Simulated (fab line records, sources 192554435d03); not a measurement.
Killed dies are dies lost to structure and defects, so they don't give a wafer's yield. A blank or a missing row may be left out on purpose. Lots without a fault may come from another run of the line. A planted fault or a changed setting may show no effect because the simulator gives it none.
Split-lot experiment | flow n5_finfet | 7 lots, 21 wafers read, on a route of 1938 steps

THE SPLIT
At N5_MIM_TOP_LITHO_EXPOSE_05 (exposes mask MIM TOP, target cd 2000 nm), the setting dose_mj was moved away from the recipe's 20.5 on 7 of the 21 wafers read, by -6.6% to +7.2%. The other wafers ran this setting at the recipe's value.

FROM THE SPLIT TO THE READING: what the file shows between them, 3 steps
- N5_MIM_TOP_LITHO_PEB_06
- N5_MIM_TOP_LITHO_DEVELOP_07: develop time 60 s
- N5_MIM_TOP_LITHO_HARDBAKE_09: time 120 s

THE READING
cd_nm, in nm, at N5_MIM_TOP_LITHO_CD_MEAS_08 (target cd 2000 nm). Fault-free wafers of this fab line usually give 1999.5 nm, standard deviation 2.1 nm.

wafer  | tool, chamber at the split | dose_mj as run | against the recipe | cd_nm, nm | against lot-mates on the recipe
L078.1 | krf_scanner-02, 0          | 21.98          | +7.2%              | 1988.9    | -11.6
L078.2 | krf_scanner-02, 0          | 21.98          | +7.2%              | 1986.5    | -14.0
L078.4 | krf_scanner-02, 0          | 20.5           | recipe             | 2000.5    | -
L079.4 | krf_scanner-01, 0          | 19.2           | -6.3%              | 2010.8    | +9.2
L079.5 | krf_scanner-01, 0          | 19.2           | -6.3%              | 2007.7    | +6.1
L079.6 | krf_scanner-01, 0          | 20.5           | recipe             | 2001.6    | -
L080.2 | krf_scanner-01, 0          | 20.5           | recipe             | 2001.0    | -
L080.3 | krf_scanner-01, 0          | 20.5           | recipe             | 1996.4    | -
L080.5 | krf_scanner-01, 0          | 21.89          | +6.8%              | 1988.3    | -10.4
L081.1 | krf_scanner-01, 0          | 20.5           | recipe             | 1998.9    | -
L081.2 | krf_scanner-01, 0          | 20.5           | recipe             | 1998.8    | -
L081.3 | krf_scanner-01, 0          | 19.15          | -6.6%              | 2012.9    | +14.1
L083.2 | krf_scanner-02, 0          | 20.5           | recipe             | 1996.2    | -
L083.3 | krf_scanner-02, 0          | 20.5           | recipe             | 1997.3    | -
L083.4 | krf_scanner-02, 0          | 20.5           | recipe             | 1998.2    | -
L084.1 | krf_scanner-01, 0          | 20.5           | recipe             | 2001.2    | -
L084.2 | krf_scanner-01, 0          | 20.5           | recipe             | 1995.9    | -
L084.4 | krf_scanner-01, 0          | 20.5           | recipe             | 1995.8    | -
L095.2 | krf_scanner-01, 0          | 21.12          | +3.0%              | 1990.8    | -6.9
L095.3 | krf_scanner-01, 0          | 20.5           | recipe             | 1996.8    | -
L095.5 | krf_scanner-01, 0          | 20.5           | recipe             | 1998.6    | -

THE FIT
A straight line over all 21 wafers: cd_nm changes by -1.7 nm for each +1% of dose_mj; r = -0.95; the points scatter about the line by 2.1 nm.
The same after taking each lot's own level away (the mean of its wafers on the recipe; 21 wafers): -1.64 nm for each +1%; r = -0.96; scatter 1.9 nm.
On that fit, the largest move of dose_mj shifts the reading by 12 nm.
The lots' own levels span 1997.23 to 2001.60 nm, that is 2.1 times the standard deviation above.
So the lot-to-lot level changes the slope little: the two slopes agree.
Check: with one of the wafers moved furthest among these (+7.2%) left out of the fit, the line predicts -12.2 nm for it against its lot-mates. It came out at -11.6 nm against them.

OTHER SPLITS ON THESE WAFERS
These wafers also went through other splits before the reading. Each is held against what the fit with the lots' levels taken away leaves over:
other split on the same wafers        | wafers away from the commonest value | r with cd_nm (lot level and that fit taken away)
N5_BEOL_M14_DEVELOP_27 develop_time_s | 9                                    | +0.18
N5_BEOL_M15_COAT_22 spin_rpm          | 4                                    | +0.12
N5_MIM_TOP_SPUTTER_03 time_s          | 10                                   | -0.01

THE WHOLE CHAIN: every reading that the file lists as answering this split, in the file's order
step                        | what it does             | reading                                                              | change (the file's fit)              | r (the file's)
N5_MIM_TOP_LITHO_CD_MEAS_08 | target cd 2000 nm        | cd_nm                                                                | -1.7 nm for each +1% of the setting  | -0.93
N5_MIM_TOP_LITHO_DESCUM_10  | chemistry O2, time 7.9 s | MIM_TOP_LITHO.cd_nm (the simulator's own value, which no gauge read) | -1.77 nm for each +1% of the setting | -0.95

THE FILE'S OWN FIT
cd_nm changes by -1.7 nm for each +1% of dose_mj, r = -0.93.
